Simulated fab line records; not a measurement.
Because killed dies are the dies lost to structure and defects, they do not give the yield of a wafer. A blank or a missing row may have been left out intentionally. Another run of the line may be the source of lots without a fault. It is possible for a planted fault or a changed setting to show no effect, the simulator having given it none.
A single fault, viewed from 2 desks / flow nand_harc / each desk has only its own numbers; what lay behind them comes last

AT THE TOOL OWNER'S DESK: wet_bench-03
The tool's own readings at NHARC_P_ZERO_WELL_STRIP_56 (strips in SPM, time 840 s): means of the sampled wafers that have a number, for each lot that ran on this tool. The brackets show how far a lot's mean lies from the usual mean; more than 4 standard deviations puts the lot out of limits, marked OUT.
Columns: A = bath_guard_temp_C at NHARC_P_ZERO_WELL_STRIP_56, usual 130.1 C; B = bath_heat_duty_pct at NHARC_P_ZERO_WELL_STRIP_56, usual 14.9 %
lot=L395; first seen here=day 2 22:31; A=130.5; B=13.6
lot=L397; first seen here=day 3 18:40; A=130.9; B=14.0
lot=L401; first seen here=day 5 10:37; A=130.7; B=14.4
lot=L415; first seen here=day 11 06:32; A=130.6; B=15.3
Result from this desk: across the 4 lots, nothing is out of limits.

METROLOGY DESK
Means of the sampled wafers that have a number, per lot and without regard to the tool the lot ran on: this is what the gauges read. The brackets show how far a lot's mean lies from the usual mean; more than 4 standard deviations puts the lot out of limits, marked OUT.
Columns: A = cd_nm at NHARC_P_ZERO_WELL_CD_MEAS_11, usual 499.7 nm; B = cd_nm at NHARC_P_STI_CD_MEAS_09, usual 199.3 nm
lot=L394; first seen here=day 2 07:14; A=500.5; B=199.5
lot=L395; first seen here=day 2 17:16; A=500.3; B=199.4
lot=L396; first seen here=day 3 03:15; A=499.6; B=199.1
lot=L397; first seen here=day 3 13:21; A=497.2; B=201.7
lot=L399; first seen here=day 4 09:14; A=500.1; B=202.3
lot=L401; first seen here=day 5 05:28; A=501.0; B=199.5
lot=L403; first seen here=day 6 01:16; A=497.8; B=197.3
lot=L409; first seen here=day 8 13:07; A=501.4; B=-
lot=L410; first seen here=day 8 23:15; A=497.2; B=-
lot=L413; first seen here=day 10 05:15; A=499.0; B=198.0
lot=L414; first seen here=day 10 15:07; A=503.3; B=201.0
lot=L415; first seen here=day 11 01:07; A=501.6; B=199.2
lot=L416; first seen here=day 11 11:09; A=502.2; B=200.8
Result from this desk: across the 13 lots, nothing is out of limits.

ALL TOGETHER
The tool owner's desk saw nothing out of limits.
From the metrology desk's view, nothing was out of limits.

WHAT THE SIMULATOR HAD INSERTED
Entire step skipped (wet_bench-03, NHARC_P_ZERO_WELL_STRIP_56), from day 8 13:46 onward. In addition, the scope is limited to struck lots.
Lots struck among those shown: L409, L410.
